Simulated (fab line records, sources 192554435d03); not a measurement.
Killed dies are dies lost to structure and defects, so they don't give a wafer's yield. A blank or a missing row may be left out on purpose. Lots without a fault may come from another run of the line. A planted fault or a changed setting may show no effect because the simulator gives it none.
Which tool did it? | flow n5_finfet | 24 lots, 72 wafers sampled, at 4 steps of a route of 1938

WHAT THE GAUGES READ, wafer by wafer
N5_BEOL_M0_SAQP_THK_MEAS_05. Usual: thk_nm 60.3 nm, standard deviation 0.98.
lot  | measured     | on            | thk_nm (nm)    | flag
L074 | day 5 08:04  | film_metro-01 | 59.5 60.8 59.6 |
L075 | day 5 13:58  | film_metro-02 | 58.5 60.2 61.1 |
L076 | day 6 07:04  | film_metro-02 | 59.3 61.3 62.4 |
L077 | day 6 07:24  | film_metro-02 | 59.6 61.3 61.7 |
L078 | day 6 07:42  | film_metro-02 | 59.7 60.3 61.7 |
L080 | day 7 01:48  | film_metro-02 | 59.1 59.2 59.8 |
L079 | day 7 06:43  | film_metro-01 | 58.8 59.3 59.9 |
L082 | day 7 07:47  | film_metro-01 | 59.5 60.7 59.9 |
L081 | day 7 08:41  | film_metro-02 | 60.6 59.4 60.0 |
L083 | day 7 15:20  | film_metro-01 | 59.4 59.4 60.3 |
L084 | day 7 23:58  | film_metro-02 | 61.3 60.2 61.7 |
L085 | day 8 07:41  | film_metro-02 | 59.6 61.5 61.6 |
L086 | day 8 11:50  | film_metro-02 | 60.5 60.0 61.3 |
L087 | day 8 15:28  | film_metro-01 | 59.6 59.1 60.9 |
L088 | day 8 19:02  | film_metro-01 | 59.6 60.0 61.0 |
L089 | day 9 02:50  | film_metro-02 | 61.1 60.3 60.6 |
L090 | day 9 13:11  | film_metro-02 | 60.4 59.0 59.1 |
L091 | day 9 18:11  | film_metro-01 | 61.0 60.7 61.3 |
L092 | day 9 22:10  | film_metro-02 | 59.5 61.3 61.2 |
L093 | day 10 02:43 | film_metro-02 | 61.3 59.9 62.6 |
L094 | day 10 14:39 | film_metro-01 | 61.6 60.1 60.4 |
L095 | day 10 20:07 | film_metro-02 | 59.9 58.6 60.2 |
L096 | day 10 20:42 | film_metro-02 | 60.9 60.2 60.7 |
L097 | day 11 04:19 | film_metro-01 | 61.1 61.2 60.5 |

WHICH TOOL RAN EACH LOT (tool, then ch and the chambers of the sampled wafers, then the start)
lot  | N5_MOL_CONTACT_COAG_ETCHBACK_136   | N5_BEOL_M0_SAQP_HM_DEP_02    | N5_BEOL_M0_SAQP_PECVD_03
L074 | rie_diel-03 ch 1,2, day 5 00:59    | pvd_sputter-03, day 5 07:44  | pecvd-01 ch 0,1,2, day 5 07:52
L075 | rie_diel-01 ch 1,2,3, day 5 06:46  | pvd_sputter-03, day 5 13:38  | pecvd-01 ch 0,2, day 5 13:46
L076 | rie_diel-03 ch 0,1, day 5 19:41    | pvd_sputter-01, day 6 06:43  | pecvd-02 ch 0,2, day 6 06:50
L077 | rie_diel-03 ch 0,3, day 5 21:52    | pvd_sputter-01, day 6 07:04  | pecvd-02 ch 0,1, day 6 07:11
L078 | rie_diel-01 ch 2,3, day 6 02:28    | pvd_sputter-02, day 6 07:22  | pecvd-02 ch 0,1,2, day 6 07:29
L080 | rie_diel-03 ch 2,3, day 6 20:37    | pvd_sputter-01, day 7 01:28  | pecvd-03 ch 0,1, day 7 01:35
L079 | rie_diel-03 ch 0,2,3, day 6 21:05  | pvd_sputter-01, day 7 06:22  | pecvd-03 ch 0,1,2, day 7 06:31
L082 | rie_diel-01 ch 0,1, day 6 23:58    | pvd_sputter-02, day 7 07:27  | pecvd-03 ch 0,1, day 7 07:34
L081 | rie_diel-01 ch 1,2,3, day 7 00:40  | pvd_sputter-02, day 7 08:16  | pecvd-01 ch 0,1, day 7 08:24
L083 | rie_diel-01 ch 0,3, day 7 07:44    | pvd_sputter-02, day 7 14:59  | pecvd-01 ch 0,1, day 7 15:07
L084 | rie_diel-04 ch 0,3, day 7 17:38    | pvd_sputter-01, day 7 23:38  | pecvd-02 ch 0,2, day 7 23:45
L085 | rie_diel-03 ch 0,1,3, day 8 01:24  | pvd_sputter-02, day 8 07:19  | pecvd-02 ch 1,2, day 8 07:26
L086 | rie_diel-01 ch 0,1,2, day 8 06:11  | pvd_sputter-01, day 8 11:30  | pecvd-01 ch 0,2, day 8 11:37
L087 | rie_diel-03 ch 1,2, day 8 06:59    | pvd_sputter-03, day 8 15:08  | pecvd-01 ch 0,1, day 8 15:16
L088 | rie_diel-04 ch 0,1,2, day 8 13:34  | pvd_sputter-03, day 8 18:42  | pecvd-01 ch 0,1,2, day 8 18:49
L089 | rie_diel-03 ch 1,2,3, day 8 21:08  | pvd_sputter-01, day 9 02:31  | pecvd-02 ch 0,1,2, day 9 02:38
L090 | rie_diel-01 ch 0,1, day 9 07:46    | pvd_sputter-01, day 9 12:46  | pecvd-03 ch 0,2, day 9 12:55
L091 | rie_diel-04 ch 0,1,2, day 9 11:09  | pvd_sputter-03, day 9 17:44  | pecvd-03 ch 0,2, day 9 17:53
L092 | rie_diel-04 ch 0,1, day 9 15:41    | pvd_sputter-03, day 9 21:50  | pecvd-02 ch 0,1, day 9 21:58
L093 | rie_diel-03 ch 0,1,2, day 9 20:47  | pvd_sputter-03, day 10 02:17 | pecvd-02 ch 0,2, day 10 02:25
L094 | rie_diel-03 ch 1,2,3, day 10 08:23 | pvd_sputter-03, day 10 14:19 | pecvd-02 ch 0,1,2, day 10 14:26
L095 | rie_diel-04 ch 2,3, day 10 11:43   | pvd_sputter-03, day 10 19:47 | pecvd-02 ch 0,2, day 10 19:55
L096 | rie_diel-03 ch 1,3, day 10 15:29   | pvd_sputter-01, day 10 20:22 | pecvd-02 ch 0,2, day 10 20:29
L097 | rie_diel-01 ch 2,3, day 10 21:27   | pvd_sputter-02, day 11 03:59 | pecvd-01 ch 0,1,2, day 11 04:07
- N5_MOL_CONTACT_COAG_ETCHBACK_136: etches SiO2 in CHF3, target depth 25 nm, time 16.7 s.
- N5_BEOL_M0_SAQP_HM_DEP_02: deposits TiN, target thk 12 nm.
- N5_BEOL_M0_SAQP_PECVD_03: deposits SiCN from 3MS/NH3, target thk 12 nm, time 21.1 s.

WHAT THE TOOLS THEMSELVES READ (means of the sampled wafers that have a number; where no wafer has one, the mark that the record gives instead)
N5_MOL_CONTACT_COAG_ETCHBACK_136. Usual: drypump_motor_current_A 5.69 A, standard deviation 0.19; oes_product_au 0.79 a.u., standard deviation 0.079; rf_vpp_V 524 V, standard deviation 21; showerhead_plenum_p_Torr 2.37 Torr, standard deviation 0.068; throttle_valve_pct 18.78 %, standard deviation 0.17.
lot  | tool        | drypump_motor_current_A (A) | oes_product_au (a.u.) | rf_vpp_V (V) | showerhead_plenum_p_Torr (Torr) | throttle_valve_pct (%) | flag
L074 | rie_diel-03 | 5.90                        | 0.78                  | 515          | 2.42                            | 18.74                  |
L075 | rie_diel-01 | 5.67                        | 0.79                  | 552          | 2.42                            | 18.83                  |
L076 | rie_diel-03 | 5.69                        | 0.79                  | 502          | 2.33                            | 18.79                  |
L077 | rie_diel-03 | 5.60                        | 0.78                  | 510          | 2.33                            | 18.71                  |
L078 | rie_diel-01 | 5.79                        | 0.71                  | 545          | 2.36                            | 18.81                  |
L080 | rie_diel-03 | 5.75                        | 0.78                  | 516          | 2.36                            | 18.71                  |
L079 | rie_diel-03 | 5.72                        | 0.76                  | 513          | 2.38                            | 18.71                  |
L082 | rie_diel-01 | 5.62                        | 0.86                  | 540          | 2.46                            | 18.75                  |
L081 | rie_diel-01 | 5.68                        | 0.78                  | 551          | 2.41                            | 18.84                  |
L083 | rie_diel-01 | 5.83                        | 0.74                  | 528          | 2.34                            | 18.67                  |
L084 | rie_diel-04 | 5.65                        | 0.89                  | 532          | 2.37                            | 18.81                  |
L085 | rie_diel-03 | 5.66                        | 0.77                  | 505          | 2.32                            | 18.78                  |
L086 | rie_diel-01 | 5.64                        | 0.80                  | 534          | 2.40                            | 18.88                  |
L087 | rie_diel-03 | 5.90                        | 0.75                  | 515          | 2.41                            | 18.77                  |
L088 | rie_diel-04 | 5.73                        | 0.87                  | 532          | 2.36                            | 18.63                  |
L089 | rie_diel-03 | 5.80                        | 0.77                  | 511          | 2.36                            | 18.79                  |
L090 | rie_diel-01 | 5.62                        | 0.83                  | 541          | 2.45                            | 18.78                  |
L091 | rie_diel-04 | 5.72                        | 0.84                  | 531          | 2.36                            | 18.64                  |
L092 | rie_diel-04 | 5.89                        | 0.92                  | 529          | 2.32                            | 18.65                  |
L093 | rie_diel-03 | 5.74                        | 0.73                  | 508          | 2.37                            | 18.81                  |
L094 | rie_diel-03 | 5.79                        | 0.75                  | 512          | 2.35                            | 18.80                  |
L095 | rie_diel-04 | 5.29                        | 0.82                  | 536          | 2.43                            | 18.81                  |
L096 | rie_diel-03 | 5.75                        | 0.78                  | 504          | 2.30                            | 18.87                  |
L097 | rie_diel-01 | 5.80                        | 0.87                  | 545          | 2.35                            | 18.58                  |

N5_BEOL_M0_SAQP_HM_DEP_02. Usual: throttle_valve_pct 29.9 %, standard deviation 0.73.
lot  | tool           | throttle_valve_pct (%) | flag
L074 | pvd_sputter-03 | 30.7                   |
L075 | pvd_sputter-03 | 30.4                   |
L076 | pvd_sputter-01 | 30.1                   |
L077 | pvd_sputter-01 | 30.0                   |
L078 | pvd_sputter-02 | 29.9                   |
L080 | pvd_sputter-01 | 29.4                   |
L079 | pvd_sputter-01 | 30.1                   |
L082 | pvd_sputter-02 | 29.7                   |
L081 | pvd_sputter-02 | 29.6                   |
L083 | pvd_sputter-02 | 29.8                   |
L084 | pvd_sputter-01 | 30.3                   |
L085 | pvd_sputter-02 | 29.8                   |
L086 | pvd_sputter-01 | 30.1                   |
L087 | pvd_sputter-03 | 30.4                   |
L088 | pvd_sputter-03 | 30.6                   |
L089 | pvd_sputter-01 | 29.6                   |
L090 | pvd_sputter-01 | 30.1                   |
L091 | pvd_sputter-03 | 30.5                   |
L092 | pvd_sputter-03 | 29.4                   |
L093 | pvd_sputter-03 | 28.9                   |
L094 | pvd_sputter-03 | 30.2                   |
L095 | pvd_sputter-03 | 29.7                   |
L096 | pvd_sputter-01 | 30.0                   |
L097 | pvd_sputter-02 | 29.5                   |

N5_BEOL_M0_SAQP_PECVD_03. Usual: chamber_pressure_Torr 3.000 Torr, standard deviation 0.007; showerhead_plenum_p_Torr 3.663 Torr, standard deviation 0.011; throttle_valve_pct 8.9 %, standard deviation 0.53.
lot  | tool     | chamber_pressure_Torr (Torr) | showerhead_plenum_p_Torr (Torr) | throttle_valve_pct (%) | flag
L074 | pecvd-01 | 2.998                        | 3.665                           | 8.9                    |
L075 | pecvd-01 | 3.006                        | 3.657                           | 8.9                    |
L076 | pecvd-02 | 2.998                        | 3.659                           | 8.4                    |
L077 | pecvd-02 | 2.999                        | 3.667                           | 9.0                    |
L078 | pecvd-02 | 3.004                        | 3.664                           | 8.7                    |
L080 | pecvd-03 | 2.997                        | 3.661                           | 9.5                    |
L079 | pecvd-03 | 2.995                        | 3.663                           | 9.0                    |
L082 | pecvd-03 | 2.993                        | 3.667                           | 9.4                    |
L081 | pecvd-01 | 3.001                        | 3.670                           | 8.9                    |
L083 | pecvd-01 | 2.992                        | 3.670                           | 8.8                    |
L084 | pecvd-02 | 3.001                        | 3.664                           | 8.6                    |
L085 | pecvd-02 | 2.998                        | 3.655                           | 8.7                    |
L086 | pecvd-01 | 3.006                        | 3.661                           | 9.1                    |
L087 | pecvd-01 | 2.998                        | 3.665                           | 8.8                    |
L088 | pecvd-01 | 3.008                        | 3.666                           | 8.8                    |
L089 | pecvd-02 | 2.999                        | 3.657                           | 8.7                    |
L090 | pecvd-03 | 2.998                        | 3.666                           | 9.2                    |
L091 | pecvd-03 | 3.002                        | 3.660                           | 8.9                    |
L092 | pecvd-02 | 3.003                        | 3.664                           | 9.0                    |
L093 | pecvd-02 | 3.002                        | 3.659                           | 8.7                    |
L094 | pecvd-02 | 3.005                        | 3.664                           | 8.7                    |
L095 | pecvd-02 | 2.998                        | 3.653                           | 8.4                    |
L096 | pecvd-02 | 2.998                        | 3.650                           | 8.4                    |
L097 | pecvd-01 | 3.006                        | 3.661                           | 8.9                    |

THE ANSWER, worked out from the rows above alone
Rule: a lot is off if the mean of its wafers that have a number lies more than 3 standard deviations from the usual mean. A lot without any number at a reading at which 4 lots or more have one is off too. The other lots that the step has rows for count as sound. The gauges are gone through in route order, then the tools' own readings, and for those a lot's mean is taken as printed above. The first step at which some lot is off is used, and at that step the reading that is off furthest; a lot without a number counts as furthest.
No lot is off at any reading shown: from this, nothing can be told.

WHAT THE SIMULATOR HAD PUT IN
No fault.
